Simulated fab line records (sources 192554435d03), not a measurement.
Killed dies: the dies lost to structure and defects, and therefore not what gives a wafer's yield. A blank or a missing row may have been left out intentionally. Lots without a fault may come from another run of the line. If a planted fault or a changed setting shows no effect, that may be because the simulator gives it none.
Chamber matching    flow n5-finfet    ald-sin-04 running N5_BEOL_M4_ALD_98: 4 sister chambers
The step deposits SiO2, target thk 2.5 nm, pulse time 1 s, co reactant pulse time 1 s. 8 wafers are shown with their chamber, then 10 later ones without.

== EACH WAFER AND ITS CHAMBER ==
wafer   chamber  heater-power-w (W)  precursor-pulse-height-rel
L074.2  1        74                  0.975
L076.2  1        75                  1.041
L079.6  0        82                  0.973
L081.6  0        79                  0.973
L087.1  2        69                  0.972
L087.5  2        69                  1.023
L088.2  3        85                  0.995
L088.5  3        84                  1.041

== WAFERS MISSING THEIR CHAMBER ==
wafer   heater-power-w (W)  precursor-pulse-height-rel
L088.6  80                  1.018
L089.4  80                  0.997
L089.5  69                  1.003
L089.6  83                  1.008
L090.1  84                  0.979
L090.2  70                  1.019
L090.6  82                  1.010
L094.1  73                  1.015
L094.5  80                  1.012
L094.6  80                  0.983

== EACH ONE'S CHAMBER ==
wafer    from the rows above       in truth
L088.6   0                         0
L089.4   0                         0
L089.5   2                         2
L089.6   can't be placed: 3 or 0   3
L090.1   can't be placed: 3 or 0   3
L090.2   2                         2
L090.6   can't be placed: 0 or 3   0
L094.1   1                         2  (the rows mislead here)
L094.5   0                         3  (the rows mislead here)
L094.6   0                         0
Correctly placed: 5 of 10. Unplaceable from these rows: 3, with the true chamber sitting among the candidates in 3. 2 placed wrongly.
How it was worked out, from the rows above alone: a wafer's distance from a chamber is the root of the sum, over the readings, of the square of ((its reading less the chamber's mean) divided by the reading's scatter). If the next closest chamber is less than 2 further off than the closest, the wafer can't be placed; otherwise it belongs to the closest. Each chamber's mean is taken over the wafers shown for it. How the scatter is found: for the shown wafers, subtract from each reading the mean of its chamber, square and add these, divide the total by (wafers less chambers), then take the root.
